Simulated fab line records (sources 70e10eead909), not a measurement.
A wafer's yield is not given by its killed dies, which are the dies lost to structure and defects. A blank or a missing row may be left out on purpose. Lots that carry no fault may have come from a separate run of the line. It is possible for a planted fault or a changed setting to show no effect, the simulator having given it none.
The tool behind it: which one? -- flow nand harc -- 11 lots, 33 wafers sampled, at 6 steps of a route of 1159

== WHAT THE GAUGES READ, wafer by wafer ==
NHARC_P_M1_CD_MEAS_09: the cd target is 130 nm.
lot,measured,on,cd nm (nm)
L794,day 6 18:52,cd sem-03,130.3 130.7 129.7
L793,day 6 19:31,cd sem-01,130.1 130.1 131.5
L792,day 6 22:41,cd sem-03,130.1 130.1 130.9
L796,day 7 13:35,cd sem-03,129.8 129.0 129.6
L803,day 9 04:16,cd sem-03,141.3 139.8 141.0
L802,day 9 14:01,cd sem-02,141.6 142.4 141.2
L808,day 10 03:31,cd sem-02,129.4 130.6 129.9
L810,day 10 12:43,cd sem-01,129.4 130.0 130.3
L809,day 10 13:21,cd sem-03,131.0 131.7 130.1
L811,day 10 18:53,cd sem-01,130.8 130.1 130.8
L813,day 11 06:09,cd sem-02,129.1 129.8 129.2

NHARC_END_SORT_01.
lot,measured,on,defect limited yield (%),killed at array,killed at other,killed at periphery,killed dies,killed open,killed short,sort_bin_2_pct (%),sort_bin_3_pct (%),sort_bin_4_pct (%),sort n pass,sort rim yield pct (%),sort yield pct (%)
L811,day 24 19:19,prober-02,95.7 94.7 94.2,28 31 36,0 0 0,1 5 3,29 36 39,5 6 6,2 1 1,1.9 1.9 1.5,0.15 0.15 0.59,2.2 3.2 3.7,648 641 638,100.0 97.2 95.3,95.7 94.7 94.2

== EACH LOT AND THE TOOL THAT RAN IT (in order: tool; ch and the chambers of the sampled wafers; start) ==
lot,NHARC_P_M0_PRE_CLEAN_29,NHARC_P_M0_ANNEAL_30,NHARC_P_M1_PEB_07,NHARC_P_M1_ETCH_28
L794,"pvd sputter-01, day 6 16:46 or earlier","rtp anneal-02 ch 0, day 6 16:46","litho track-06 ch 0, day 6 18:47","rie diel-02 ch 2,3, no start"
L793,"pvd sputter-01, day 6 17:22 or earlier","rtp anneal-02 ch 0, day 6 17:22","litho track-01 ch 0, day 6 19:26","rie diel-02 ch 1,3, no start"
L792,"pvd sputter-01, day 6 20:37 or earlier","rtp anneal-02 ch 0, day 6 20:37","litho track-01 ch 0, day 6 22:37","rie diel-02 ch 1,2,3, no start"
L796,"pvd sputter-01, day 7 11:25 or earlier","rtp anneal-01 ch 0, day 7 11:25","litho track-01 ch 0, day 7 13:31","rie diel-04 ch 0,2,3, no start"
L803,"pvd sputter-02, day 9 02:05 or earlier","rtp anneal-02 ch 0, day 9 02:05","litho track-01 ch 0, day 9 04:11","rie diel-04 ch 2,3, no start"
L802,"pvd sputter-03, day 9 11:55 or earlier","rtp anneal-02 ch 0, day 9 11:55","litho track-01 ch 0, day 9 13:56","rie diel-02 ch 0,1,2, no start"
L808,"pvd sputter-01, day 10 01:03 or earlier","rtp anneal-01 ch 0, day 10 01:03","litho track-04 ch 0, day 10 03:26","rie diel-02 ch 0,1, no start"
L810,"pvd sputter-02, day 10 10:32 or earlier","rtp anneal-02 ch 0, day 10 10:32","litho track-04 ch 0, day 10 12:38","rie diel-10 ch 0,1, no start"
L809,"pvd sputter-01, day 10 11:08 or earlier","rtp anneal-01 ch 0, day 10 11:08","litho track-06 ch 0, day 10 13:16","rie diel-02 ch 1,2,3, no start"
L811,"pvd sputter-02, day 10 16:41 or earlier","rtp anneal-01 ch 0, day 10 16:41","litho track-06 ch 0, day 10 18:49","rie diel-02 ch 0,3, day 24 19:19 or earlier"
L813,"pvd sputter-03, day 11 03:55 or earlier","rtp anneal-02 ch 0, day 11 03:55","litho track-06 ch 0, day 11 06:04","rie diel-10 ch 1,2, no start"
- NHARC_P_M0_PRE_CLEAN_29: time 30 s.
- NHARC_P_M0_ANNEAL_30: time 90 s.
- NHARC_P_M1_PEB_07: peb time 65 s.
- NHARC_P_M1_ETCH_28: etches the open film in CF4/N2, target depth 30 nm, time 72.99 s.

== AS READ BY THE TOOLS THEMSELVES (means over the sampled wafers that have a number; for cases with no such wafer, the mark the record gives instead) ==
NHARC_P_M0_PRE_CLEAN_29.
lot,tool,heater power w (W)
L794,pvd sputter-01,408
L793,pvd sputter-01,440
L792,pvd sputter-01,466
L796,pvd sputter-01,463
L803,pvd sputter-02,399
L802,pvd sputter-03,462
L808,pvd sputter-01,447
L810,pvd sputter-02,446
L809,pvd sputter-01,440
L811,pvd sputter-02,388
L813,pvd sputter-03,419

NHARC_P_M0_ANNEAL_30.
lot,tool,wafer_temp_C_max
L794,rtp anneal-02,225.77
L793,rtp anneal-02,225.56
L792,rtp anneal-02,225.67
L796,rtp anneal-01,226.22
L803,rtp anneal-02,225.59
L802,rtp anneal-02,225.76
L808,rtp anneal-01,225.89
L810,rtp anneal-02,225.47
L809,rtp anneal-01,225.72
L811,rtp anneal-01,225.94
L813,rtp anneal-02,225.57

NHARC_P_M1_PEB_07.
lot,tool,heater power total W (W),plate temp C (C)
L794,litho track-06,156.7,100.08
L793,litho track-01,156.4,99.96
L792,litho track-01,156.8,100.26
L796,litho track-01,156.5,99.87
L803,litho track-01,164.0,103.35
L802,litho track-01,164.0,103.46
L808,litho track-04,156.7,100.09
L810,litho track-04,157.0,100.04
L809,litho track-06,156.5,100.11
L811,litho track-06,156.6,100.14
L813,litho track-06,156.3,100.11

NHARC_P_M1_ETCH_28.
lot,tool,drypump motor current A (A),n2 flow sccm (sccm),oes product au (a.u.),rf vpp V (V),showerhead plenum p Torr (Torr),throttle valve pct (%)
L794,rie diel-02,6.0,100.0,1.002,315.2,2.69,19.794
L793,rie diel-02,5.9,100.5,1.017,312.8,2.55,19.801
L792,rie diel-02,6.0,100.1,1.009,314.1,2.62,19.792
L796,rie diel-04,5.5,100.4,0.990,313.9,2.58,19.795
L803,rie diel-04,5.2,99.8,1.005,313.0,2.53,19.802
L802,rie diel-02,5.9,100.0,1.013,315.3,2.68,19.795
L808,rie diel-02,5.8,100.4,1.012,315.4,2.67,19.788
L810,rie diel-10,5.7,99.9,0.995,314.2,2.62,19.792
L809,rie diel-02,6.0,99.6,1.002,313.8,2.62,19.794
L811,rie diel-02,5.8,100.0,0.999,314.1,2.65,19.804
L813,rie diel-10,5.5,100.1,0.998,312.8,2.53,19.788

== THE ANSWER, worked out from the rows above alone ==
Rule: usual is defined by the lots themselves. Put in order of their means at a reading, lots are off if they are a third of the lots or fewer, leave a main group of 4 or more, and stand apart from it by a gap of 3 or more times the standard deviation of the main group's means; of several such gaps the widest counts. If all means in a main group match to the digits the tables above print for the reading, that group is not used. Also off: a lot with no number at a reading for which 4 or more lots have one. Any other lot the step has rows for is counted as sound. First the gauges in route order, then the tools' own readings, where a lot's mean is used as printed above. At the first step where some lot is off, the reading lying furthest off is the one used; lots without a number count as furthest.
Off: L803, L802 (NHARC_P_M1_CD_MEAS_09, cd nm). Mean 130.2 nm and standard deviation 0.49 in the main group.
A tool fits if, at a process step before that reading, it ran every lot that is off, and no sound lot after the first of them. The gauges at NHARC_P_M1_CD_MEAS_09 aren't tried: what is off there is off at NHARC_P_M1_PEB_07 too, on other tools, and a gauge's error can't cause that. NHARC_P_M0_PRE_CLEAN_29 gives no start for some lots, so the hours and the order of its lots are those of NHARC_P_M0_ANNEAL_30. One fits: litho track-01 at NHARC_P_M1_PEB_07. Its last sound lot is L796 (day 7 13:31), its first lot that is off L803 (day 9 04:11): a fault that began between those two fits.
The tool's own readings at NHARC_P_M1_PEB_07 bear it out: on the lots that are off they differ by more than 5 times the standard deviation of the sound lots' means. heater power total W reads 164.0 W there against 156.6 W on the sound lots; plate temp C reads 103.41 C there against 100.07 C on the sound lots.

== WHAT THE SIMULATOR HAD INSERTED ==
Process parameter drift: litho track-01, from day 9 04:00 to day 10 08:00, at NHARC_P_M1_PEB_07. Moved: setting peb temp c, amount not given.
Shown lots that were struck: L803, L802. This agrees with what the rule above found.
